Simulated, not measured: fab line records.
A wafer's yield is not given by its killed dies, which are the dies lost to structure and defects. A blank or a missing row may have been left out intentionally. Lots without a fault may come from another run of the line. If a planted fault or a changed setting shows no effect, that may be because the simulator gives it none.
Matching of chambers || flow nand_harc || pecvd-04 running NHARC_P_GATE_DEP_103: 3 sister chambers
The step deposits SiON, target thk 30 nm. 3 wafers are shown with their chamber, then 12 later ones without.

## WAFERS, EACH WITH ITS CHAMBER
{"wafer": "L086.5", "chamber": 1, "heater_power_w (W)": 795}
{"wafer": "L089.2", "chamber": 2, "heater_power_w (W)": 1025}
{"wafer": "L089.4", "chamber": 0, "heater_power_w (W)": 768}

## WAFERS WHOSE CHAMBER IS MISSING
{"wafer": "L090.4", "heater_power_w (W)": 694}
{"wafer": "L090.5", "heater_power_w (W)": 1026}
{"wafer": "L090.6", "heater_power_w (W)": 888}
{"wafer": "L093.1", "heater_power_w (W)": 1060}
{"wafer": "L093.5", "heater_power_w (W)": 1080}
{"wafer": "L093.6", "heater_power_w (W)": 824}
{"wafer": "L094.1", "heater_power_w (W)": 797}
{"wafer": "L094.3", "heater_power_w (W)": 907}
{"wafer": "L094.6", "heater_power_w (W)": 783}
{"wafer": "L096.2", "heater_power_w (W)": 946}
{"wafer": "L096.4", "heater_power_w (W)": 692}
{"wafer": "L096.5", "heater_power_w (W)": 959}

## THE CHAMBER EACH PASSED THROUGH
{"wafer": "L090.4", "from the rows above": "can't be placed: 0 or 1", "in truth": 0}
{"wafer": "L090.5", "from the rows above": 2, "in truth": 2}
{"wafer": "L090.6", "from the rows above": "can't be placed: 1 or 0 or 2", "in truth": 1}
{"wafer": "L093.1", "from the rows above": 2, "in truth": 2}
{"wafer": "L093.5", "from the rows above": 2, "in truth": 2}
{"wafer": "L093.6", "from the rows above": "can't be placed: 1 or 0", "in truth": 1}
{"wafer": "L094.1", "from the rows above": "can't be placed: 1 or 0", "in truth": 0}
{"wafer": "L094.3", "from the rows above": "can't be placed: 1 or 2 or 0", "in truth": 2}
{"wafer": "L094.6", "from the rows above": "can't be placed: 1 or 0", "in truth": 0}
{"wafer": "L096.2", "from the rows above": "can't be placed: 2 or 1 or 0", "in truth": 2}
{"wafer": "L096.4", "from the rows above": "can't be placed: 0 or 1", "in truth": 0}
{"wafer": "L096.5", "from the rows above": "can't be placed: 2 or 1 or 0", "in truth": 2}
Placed correctly: 3 of 12. From these rows, 9 cannot be placed; in 9 the true chamber is one of the candidates. Wrongly placed: 0.
How it was worked out, from the rows above alone: a wafer's distance from a chamber is the root of the sum, over the readings, of the square of ((its reading less the chamber's mean) divided by the reading's scatter). If the next closest chamber is less than 2 further off than the closest, the wafer can't be placed; otherwise it belongs to the closest. For every chamber, the mean is computed from those of its wafers that are shown. The scatter: with one shown wafer a chamber, the root of the mean of the squares of how far each hidden wafer lies from its nearest shown one.
